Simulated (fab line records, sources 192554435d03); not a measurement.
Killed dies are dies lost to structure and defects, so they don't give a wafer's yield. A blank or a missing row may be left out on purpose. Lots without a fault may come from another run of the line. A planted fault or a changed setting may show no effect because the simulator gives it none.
Which tool did it? | flow n5_finfet | 24 lots, 72 wafers sampled, at 3 steps of a route of 1938

WHAT THE GAUGES READ, wafer by wafer
N5_BEOL_M0_CUTY_OVL_MEAS_58. Usual: M0_ABLK_OVL 0.0 nm, standard deviation 0.73.
lot  | measured     | on         | M0_ABLK_OVL (nm) | flag
L074 | day 5 17:00  | overlay-02 | 1.6 -0.1 0.1     |
L075 | day 6 04:02  | overlay-01 | -0.9 -0.8 0.7    |
L076 | day 6 07:40  | overlay-02 | 0.6 0.6 0.4      |
L077 | day 6 10:43  | overlay-01 | 0.0 1.0 0.9      |
L078 | day 6 13:55  | overlay-02 | -0.3 1.3 0.5     |
L079 | day 6 19:21  | overlay-02 | -0.1 -0.7 -0.3   |
L080 | day 7 07:24  | overlay-02 | -1.5 -1.5 -1.8   |
L081 | day 7 10:32  | overlay-01 | 0.8 1.8 0.6      |
L082 | day 7 17:19  | overlay-01 | -0.1 -0.3 0.7    |
L083 | day 8 06:22  | overlay-01 | -0.3 -0.8 -1.5   |
L084 | day 8 09:02  | overlay-01 | 0.0 -0.4 0.6     |
L085 | day 8 12:45  | overlay-02 | 0.4 -1.3 -0.2    |
L086 | day 9 00:14  | overlay-01 | 0.2 0.9 0.2      |
L087 | day 9 02:54  | overlay-02 | 0.2 0.8 -0.1     |
L088 | day 9 12:43  | overlay-01 | -0.2 -0.3 0.4    |
L089 | day 9 16:24  | overlay-01 | 0.7 -0.6 -1.3    |
L090 | day 9 23:33  | overlay-02 | 0.4 0.8 0.2      |
L091 | day 10 03:49 | overlay-01 | 0.9 -0.8 -0.1    |
L092 | day 10 06:23 | overlay-02 | -0.8 -1.3 -0.6   |
L093 | day 10 08:37 | overlay-01 | 0.2 0.8 1.8      |
L094 | day 10 20:19 | overlay-01 | 0.4 0.2 0.6      |
L095 | day 11 00:30 | overlay-02 | -0.2 0.0 -0.2    |
L096 | day 11 06:53 | overlay-02 | -0.1 0.3 0.0     |
L097 | day 11 12:48 | overlay-02 | 0.3 -0.5 -0.4    |

N5_BEOL_M0_CUTY_INSPECT_59: inspects for defects (macro). Usual: raw_defect_count 2.0, standard deviation 1.4.
lot  | measured     | on                | raw_defect_count | flag
L074 | day 5 17:01  | defect_inspect-01 | 1 1 0            |
L075 | day 6 04:04  | defect_inspect-02 | 1 2 3            |
L076 | day 6 07:41  | defect_inspect-02 | 2 3 2            |
L077 | day 6 10:44  | defect_inspect-01 | 6 2 5            |
L078 | day 6 13:57  | defect_inspect-01 | 2 1 2            |
L079 | day 6 19:22  | defect_inspect-01 | 1 1 3            |
L080 | day 7 07:25  | defect_inspect-02 | 1 1 0            |
L081 | day 7 10:33  | defect_inspect-02 | 2 1 2            |
L082 | day 7 17:20  | defect_inspect-02 | 1 2 3            |
L083 | day 8 06:24  | defect_inspect-01 | 2 0 0            |
L084 | day 8 09:03  | defect_inspect-01 | 1 2 2            |
L085 | day 8 12:47  | defect_inspect-02 | 5 3 2            |
L086 | day 9 00:16  | defect_inspect-01 | 3 5 4            |
L087 | day 9 02:55  | defect_inspect-02 | 0 5 0            |
L088 | day 9 12:44  | defect_inspect-02 | 0 3 4            |
L089 | day 9 16:26  | defect_inspect-02 | 1 1 3            |
L090 | day 9 23:34  | defect_inspect-01 | 2 1 1            |
L091 | day 10 03:50 | defect_inspect-01 | 1 1 1            |
L092 | day 10 06:24 | defect_inspect-02 | 1 1 1            |
L093 | day 10 08:38 | defect_inspect-02 | 1 1 3            |
L094 | day 10 20:20 | defect_inspect-01 | 1 1 3            |
L095 | day 11 00:31 | defect_inspect-02 | 4 3 1            |
L096 | day 11 06:55 | defect_inspect-02 | 2 4 1            |
L097 | day 11 12:49 | defect_inspect-01 | 2 2 1            |

WHICH TOOL RAN EACH LOT (tool, then ch and the chambers of the sampled wafers, then the start)
lot  | N5_BEOL_M0_SAQP_DESCUM_45
L074 | rie_diel-04 ch 0,2,3, day 5 15:40
L075 | rie_diel-05 ch 0,2,3, day 6 02:42
L076 | rie_diel-05 ch 0,1,3, day 6 06:26
L077 | rie_diel-05 ch 0,1,2, day 6 09:23
L078 | rie_diel-05 ch 0,1,3, day 6 12:27
L079 | rie_diel-04 ch 0,1,3, day 6 17:43
L080 | rie_diel-04 ch 0,1,2, day 7 05:54
L081 | rie_diel-04 ch 1,2, day 7 09:18
L082 | rie_diel-02 ch 0,1, day 7 15:59
L083 | rie_diel-04 ch 1,2,3, day 8 04:47
L084 | rie_diel-02 ch 0,3, day 8 07:49
L085 | rie_diel-02 ch 0,1,3, day 8 11:32
L086 | rie_diel-04 ch 0,2, day 8 22:21
L087 | rie_diel-02 ch 1,2, day 9 01:34
L088 | rie_diel-05 ch 0,1,3, day 9 10:52
L089 | rie_diel-05 ch 0,3, day 9 15:01
L090 | rie_diel-02 ch 0,2,3, day 9 22:20
L091 | rie_diel-05 ch 0,1,2, day 10 02:25
L092 | rie_diel-05 ch 0,3, day 10 04:54
L093 | rie_diel-04 ch 2,3, day 10 07:17
L094 | rie_diel-02 ch 0,1,3, day 10 18:58
L095 | rie_diel-02 ch 0,1,2, day 10 23:07
L096 | rie_diel-05 ch 0,1,2, day 11 04:39
L097 | rie_diel-05 ch 1,3, day 11 11:13
- N5_BEOL_M0_SAQP_DESCUM_45: chemistry O2, time 7 s.

WHAT THE TOOLS THEMSELVES READ (means of the sampled wafers that have a number; where no wafer has one, the mark that the record gives instead)
N5_BEOL_M0_SAQP_DESCUM_45. Usual: drypump_motor_current_A 5.8 A, standard deviation 0.41; oes_product_au 0.75 a.u., standard deviation 0.067; rf_vpp_V 243.1 V, standard deviation 1.2; showerhead_plenum_p_Torr 2.10 Torr, standard deviation 0.059; throttle_valve_pct 20.48 %, standard deviation 0.17.
lot  | tool        | drypump_motor_current_A (A) | oes_product_au (a.u.) | rf_vpp_V (V) | showerhead_plenum_p_Torr (Torr) | throttle_valve_pct (%) | flag
L074 | rie_diel-04 | 5.6                         | 0.73                  | 242.7        | 2.06                            | 20.44                  |
L075 | rie_diel-05 | 5.9                         | 0.80                  | 242.2        | 2.12                            | 20.41                  |
L076 | rie_diel-05 | 6.2                         | 0.79                  | 242.7        | 2.11                            | 20.47                  |
L077 | rie_diel-05 | 5.9                         | 0.75                  | 243.7        | 2.16                            | 20.42                  |
L078 | rie_diel-05 | 6.2                         | 0.78                  | 242.5        | 2.11                            | 20.47                  |
L079 | rie_diel-04 | 5.2                         | 0.78                  | 241.9        | 2.07                            | 20.38                  |
L080 | rie_diel-04 | 5.5                         | 0.80                  | 243.3        | 2.07                            | 20.50                  |
L081 | rie_diel-04 | 5.5                         | 0.85                  | 245.1        | 2.12                            | 20.49                  |
L082 | rie_diel-02 | 5.9                         | 0.77                  | 242.3        | 2.05                            | 20.74                  |
L083 | rie_diel-04 | 5.6                         | 0.78                  | 243.0        | 2.10                            | 20.47                  |
L084 | rie_diel-02 | 5.8                         | 0.73                  | 242.2        | 2.07                            | 20.47                  |
L085 | rie_diel-02 | 5.9                         | 0.74                  | 242.3        | 2.06                            | 20.54                  |
L086 | rie_diel-04 | 5.5                         | 0.73                  | 241.6        | 2.02                            | 20.52                  |
L087 | rie_diel-02 | 6.1                         | 0.76                  | 243.0        | 2.07                            | 20.75                  |
L088 | rie_diel-05 | 6.2                         | 0.76                  | 243.8        | 2.11                            | 20.51                  |
L089 | rie_diel-05 | 6.1                         | 0.79                  | 242.9        | 2.07                            | 20.51                  |
L090 | rie_diel-02 | 6.0                         | 0.73                  | 242.4        | 2.10                            | 20.48                  |
L091 | rie_diel-05 | 5.9                         | 0.73                  | 244.4        | 2.15                            | 20.46                  |
L092 | rie_diel-05 | 6.1                         | 0.81                  | 243.3        | 2.09                            | 20.54                  |
L093 | rie_diel-04 | 5.6                         | 0.91                  | 241.5        | 2.07                            | 20.15                  |
L094 | rie_diel-02 | 5.9                         | 0.73                  | 242.0        | 2.05                            | 20.57                  |
L095 | rie_diel-02 | 6.0                         | 0.73                  | 243.0        | 2.09                            | 20.70                  |
L096 | rie_diel-05 | 5.9                         | 0.72                  | 243.4        | 2.15                            | 20.46                  |
L097 | rie_diel-05 | 6.2                         | 0.73                  | 242.6        | 2.07                            | 20.51                  |

THE ANSWER, worked out from the rows above alone
Rule: a lot is off if the mean of its wafers that have a number lies more than 3 standard deviations from the usual mean. A lot without any number at a reading at which 4 lots or more have one is off too. The other lots that the step has rows for count as sound. The gauges are gone through in route order, then the tools' own readings, and for those a lot's mean is taken as printed above. The first step at which some lot is off is used, and at that step the reading that is off furthest; a lot without a number counts as furthest.
No lot is off at any reading shown: from this, nothing can be told.

WHAT THE SIMULATOR HAD PUT IN
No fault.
